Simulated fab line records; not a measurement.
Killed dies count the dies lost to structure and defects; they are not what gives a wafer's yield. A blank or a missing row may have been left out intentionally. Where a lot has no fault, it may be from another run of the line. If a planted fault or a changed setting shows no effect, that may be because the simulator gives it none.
Code-filled problem report in 8D (eight disciplines) form	flow n5 finfet	the parts of the form that need people (team, actions taken, sign-off) are left out

== 1. WHAT WENT WRONG ==
killed_at_M0_to_M3 at N5_PASSIVATION_PROBE_49 reads a mean of 1096 on 2 wafers of 2 lots; wafers without a fault read 37 with a standard deviation of 12. That is +88 standard deviations from the usual mean.
First observed at day 16 20:44: wafer L733.1, on prober-01. The record holds 18 wafers of 6 lots with a number at this step. The rule behind "out" and "out of limits": a value lying over 4 standard deviations away from the usual mean. The other wafers with a number count as sound.

== 2. WHAT IT IS; WHAT IT IS NOT ==
question	is	is not
which readings at this step	killed_at_M0_to_M3, defect limited yield, killed dies, killed on rim, sort_bin_5_function, sort n pass, sort yield pct	killed_at_M4_up, killed at contacts, killed at other, killed open, killed short, sort_bin_6_memory
which lots	L732, L733	L725, L727, L743, L744
which wafers of those lots	L732.3, L733.1	L732.5, L732.6, L733.5, L733.6
read on which tools	prober-01	prober-02
when	from day 16 20:44	up to then (6 sound wafers); but 10 sound wafers of L732, L733, L743, L744 came after

== 3. THE SUSPECTS, EACH WITH WHAT RULES IT OUT ==
Counting: any tool at a process step up to the reading remains a suspect provided it ran every lot that is out. Sound lots after the first of them don't rule it out here, since some wafers of a struck lot are sound.
- pvd sputter-02 at N5_BEOL_M0_SAQP_HM_DEP_02 (deposits TiN, target thk 12 nm): kept. It ran every lot that is out, first L732 (day 7 21:32); its last sound lot up to then is L727 (day 6 20:52).
- prober-01 at N5_PASSIVATION_PROBE_49: kept. It ran every lot that is out, first L733 (day 16 20:44); its last sound lot up to then is L725 (day 15 05:43). Out on those wafers are its own readings of defect limited yield, killed_at_M0_to_M3, killed dies, killed on rim, sort_bin_5_function, sort n pass, sort yield pct.
The count leaves prober-01 at N5_PASSIVATION_PROBE_49 and pvd sputter-02 at N5_BEOL_M0_SAQP_HM_DEP_02.

== 4. THE CAUSE (what the simulator had put in) ==
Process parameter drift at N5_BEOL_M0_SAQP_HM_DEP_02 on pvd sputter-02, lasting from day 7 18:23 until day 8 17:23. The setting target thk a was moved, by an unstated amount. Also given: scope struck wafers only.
After counting, 2 suspects remain, this tool included.

== 5. THE CHAIN OF EFFECTS, in route order ==
One row per reading whose mean, taken over the struck wafers that have a number, lies over 3 standard deviations from the usual. Readings are gone through only where the record gives a usual standard deviation; hours: the median, over the lots, of the time from a lot's start at the first step in this table giving one to that lot's start at this step; sigmas: the change measured in usual standard deviations.
hours	step	reading	usual	on struck wafers	change	sigmas
0	N5_PASSIVATION_PROBE_49	defect limited yield	90.8 %	0.0	-90.8	-53
0	N5_PASSIVATION_PROBE_49	killed_at_M0_to_M3	37	1096	+1060	+88
0	N5_PASSIVATION_PROBE_49	killed dies	109	1180	+1071	+54
0	N5_PASSIVATION_PROBE_49	killed on rim	14	152	+138	+32
0	N5_PASSIVATION_PROBE_49	sort_bin_5_function	5.4 %	95.9	+90.5	+82
0	N5_PASSIVATION_PROBE_49	sort n pass	1071	0	-1071	-54
0	N5_PASSIVATION_PROBE_49	sort yield pct	90.8 %	0.0	-90.8	-53
Here are the process steps it includes:
- N5_PASSIVATION_PROBE_49

== 6. WHAT WOULD HAVE CAUGHT IT SOONER ==
The fault began at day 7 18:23; the first out-of-limits reading in this record came at day 16 20:44, 218 hours later.
No tool reading at N5_BEOL_M0_SAQP_HM_DEP_02 that has a usual standard deviation in the record was out on any struck wafer, so an alarm limit of 4 standard deviations on those readings would not have fired.
All the lots that are out (2) had begun N5_BEOL_M0_SAQP_HM_DEP_02 on pvd sputter-02 by day 16 20:44. None of them would have been spared by holding the tool at that moment.
